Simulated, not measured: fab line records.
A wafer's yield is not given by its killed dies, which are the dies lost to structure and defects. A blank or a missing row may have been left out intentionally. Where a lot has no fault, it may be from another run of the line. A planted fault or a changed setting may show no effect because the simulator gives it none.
A lot that was struck, set against a sound lot	flow nand_harc	13 out of 1302 route steps
Sound: wafers L977.1, L977.4, L977.5. Struck: wafer L990.3 (L990.2, L990.4, from the same lot, were not struck and are left out); the cause is given at the end.
At each step with rows: each side's tool, then ch and its chambers, then its first start. Under that, the readings that differ: sound wafers	struck wafers	difference of the means	sigmas: that difference in standard deviations of wafers without a fault.
alike: readings whose means differ by less than 2 such deviations, and words and numbers that are the same on both sides. not compared: withheld readings, readings that some wafer has no value for, bounds like >300 that may hide the same value, and numbers for which the record gives no deviation and whose values overlap.
The two part at a step that has a row with sigmas, a row that says differs or no value, or rows on one side only. Non-overlapping numbers with no deviation appear without sigmas and do not part them. Lack of a reading on every wafer of one side parts them only where that side has two or more wafers.

first, 1 step without rows for these wafers: NHARC_A_SLIT_SRD_20.
NHARC_A_SLIT_CD_MEAS_21:
  sound on cd_sem-01, day 20 10:44; struck on cd_sem-01, day 25 23:32
  alike: cd_nm
then, 3 steps without rows for these wafers: NHARC_A_SIN_REMOVE_WET_00 (chemistry H3PO4, time 15300 s); NHARC_A_SIN_REMOVE_PRECLEAN_01 (cleans in SC1); NHARC_A_SIN_REMOVE_SRD_02.
NHARC_A_SIN_REMOVE_INSPECT_04:
  sound on defect_inspect-02, day 20 17:19; struck on defect_inspect-01, day 26 05:21
  alike: raw_defect_count
NHARC_A_WL_FILL_ALD_00: deposits Al2O3, target thk 3 nm, pulse time 3 s, ald cycles 30.
  sound on ald_hk-03 ch 1,3, day 20 17:23; struck on ald_hk-03 ch 2, day 26 05:25
  alike: heater_power_outer_w, heater_power_w, precursor_pulse_height_rel
NHARC_A_WL_FILL_RTA_01: time 5 s.
  sound on rtp_anneal-02 ch 0, day 20 17:38; struck on rtp_anneal-01 ch 0, day 26 05:42
reading	sound	struck	difference	sigmas
lamp_power_pct (%)	34.4 34.4 34.4	32.6	-1.8	-2
  alike: wafer_temp_C_max
NHARC_A_WL_FILL_ALD_02: deposits TiN, target thk 2 nm, pulse time 3 s, ald cycles 100.
  sound on ald_metal-03 ch 1,2, day 20 17:51; struck on ald_metal-03 ch 2, day 26 05:55
  alike: heater_power_outer_w, heater_power_w, precursor_pulse_height_rel
NHARC_A_WL_FILL_CVD_03: deposits W, target thk 40 nm, time 279 s.
  sound on cvd_w-02 ch 0,1, day 20 18:32; struck on cvd_w-02 ch 0, day 26 06:22
  alike: heater_power_outer_w, heater_power_w, mfc_ar_sccm, throttle_valve_pct
NHARC_A_WL_FILL_ETCHBACK_04: etches the open film in NF3, target depth 60 nm, time 120 s.
  sound on rie_metal-01 ch 0,1, day 20 18:52; struck on rie_metal-01 ch 0, day 26 06:44
reading	sound	struck	difference	sigmas
oes_product_au (a.u.)	1.013 1.023 1.013	0.994	-0.022	-3
run_length_s (s)	141.2 141.6 140.7	120.7	-20.5	-42
  alike: drypump_motor_current_A
  not compared: rf_hours_counter_h
NHARC_A_WL_FILL_ETCHBACK_05: etches the open film in Cl2/BCl3, target depth 22 nm, time 60 s.
  sound on rie_metal-01 ch 0, day 20 19:06; struck on rie_metal-01 ch 0, day 26 06:56
  alike: drypump_motor_current_A, oes_product_au, run_length_s
  not compared: rf_hours_counter_h
NHARC_END_SORT_01:
  the record has rows for the sound wafers here (prober-02 ch 0, day 24 19:11) and none for the struck ones

== WHERE THEY PART ==
At NHARC_A_WL_FILL_RTA_01 first; at NHARC_END_SORT_01 last (within this record only).

WHY: what the simulator had put in
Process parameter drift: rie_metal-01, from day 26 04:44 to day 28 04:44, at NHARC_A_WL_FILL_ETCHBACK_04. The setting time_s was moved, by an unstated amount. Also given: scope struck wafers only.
